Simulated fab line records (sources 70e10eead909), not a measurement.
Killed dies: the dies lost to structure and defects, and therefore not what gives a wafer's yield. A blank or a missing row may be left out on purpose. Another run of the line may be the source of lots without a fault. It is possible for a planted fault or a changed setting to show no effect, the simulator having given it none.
One fault seen from 2 desks | flow nandHarc | what lay behind the numbers comes last; until then each desk has only its own

THE METROLOGY DESK
Means of the sampled wafers that have a number, per lot and without regard to the tool the lot ran on: this is what the gauges read. The brackets show how far a lot's mean lies from the usual mean; more than 4 standard deviations puts the lot out of limits, marked OUT.
Columns: A = cdNm at NHARC_P_ZERO_WELL_CD_MEAS_11, usual 499.6 nm
lot  | first seen here | A
L607 | day 1 13:08     | 497.5
L608 | day 1 19:08     | 499.1
L611 | day 2 13:25     | 498.8
L616 | day 3 19:14     | 496.4
L618 | day 4 07:19     | 497.2
L620 | day 4 19:14     | 503.6
L621 | day 5 01:15     | 497.5
L623 | day 5 13:15     | 503.3
L626 | day 6 07:14     | 501.1
L627 | day 6 13:14     | 500.4
L628 | day 6 19:26     | 497.7
L629 | day 7 01:17     | 500.2
L630 | day 7 07:14     | 500.4
This desk's verdict: no lot among the 13 shows anything out of limits.

AT THE TOOL OWNER'S DESK: rieDiel-10
The tool's own readings at NHARC_P_STI_ETCH_31 (etches the open film in CF4/CHF3, target depth 108.9 nm, time 54.5 s): means of the sampled wafers that have a number, for each lot that ran on this tool. The brackets show how far a lot's mean lies from the usual mean; more than 4 standard deviations puts the lot out of limits, marked OUT. Readings shown: 7 out of 9 (the first out of limits, and those lying furthest out on some lot).
Columns: A = chamberPressureMTorr at NHARC_P_STI_ETCH_31, usual 24.999 mTorr; B = mfcArSccm at NHARC_P_STI_ETCH_31, usual 0.008 sccm; C = oesProductAu at NHARC_P_STI_ETCH_31, usual 0.959 a.u.; D = rfFwdPowerW at NHARC_P_STI_ETCH_31, usual 494.8 W; E = rfVppV at NHARC_P_STI_ETCH_31, usual 371.2 V; F = runLengthS at NHARC_P_STI_ETCH_31, usual 75.7 s; G = throttleValvePct at NHARC_P_STI_ETCH_31, usual 16.802 %
lot  | first seen here | A      | B     | C     | D     | E     | F              | G
L608 | day 2 22:48     | 24.999 | 0.005 | 0.974 | 493.1 | 371.6 | 75.7           | 16.800
L616 | day 4 16:02     | 25.004 | 0.022 | 0.938 | -     | 371.4 | 65.2 (-28) OUT | 16.803
L618 | day 5 07:45     | 24.996 | 0.000 | 0.964 | 494.4 | 372.2 | 69.7 (-16) OUT | 16.793
L627 | day 7 14:16     | 24.992 | 0.000 | 0.925 | 494.4 | 372.1 | 75.1           | 16.806
L629 | day 8 01:37     | 25.016 | 0.005 | 0.954 | 492.7 | 372.2 | 75.7           | 16.790
This desk's verdict: out of limits on L616, L618, starting with L616 at day 4 16:02 (runLengthS at NHARC_P_STI_ETCH_31). In limits: L608, L627, L629.

PUT TOGETHER
At day 4 16:02, on L616, L618, the tool owner's desk was in a position to raise an alarm.
Nothing out of limits was seen by the metrology desk.
The metrology desk holds a record of L616, L618, inside its limits.
All the named lots went through NHARC_P_STI_ETCH_31 on rieDiel-10.

WHAT WAS PUT IN BY THE SIMULATOR
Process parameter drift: rieDiel-10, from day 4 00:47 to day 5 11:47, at NHARC_P_STI_ETCH_31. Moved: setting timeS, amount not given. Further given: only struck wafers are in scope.
Shown lots that were struck: L616, L618.
Each desk's first reading out of limits, in hours after the fault started: the tool owner's desk, 15.
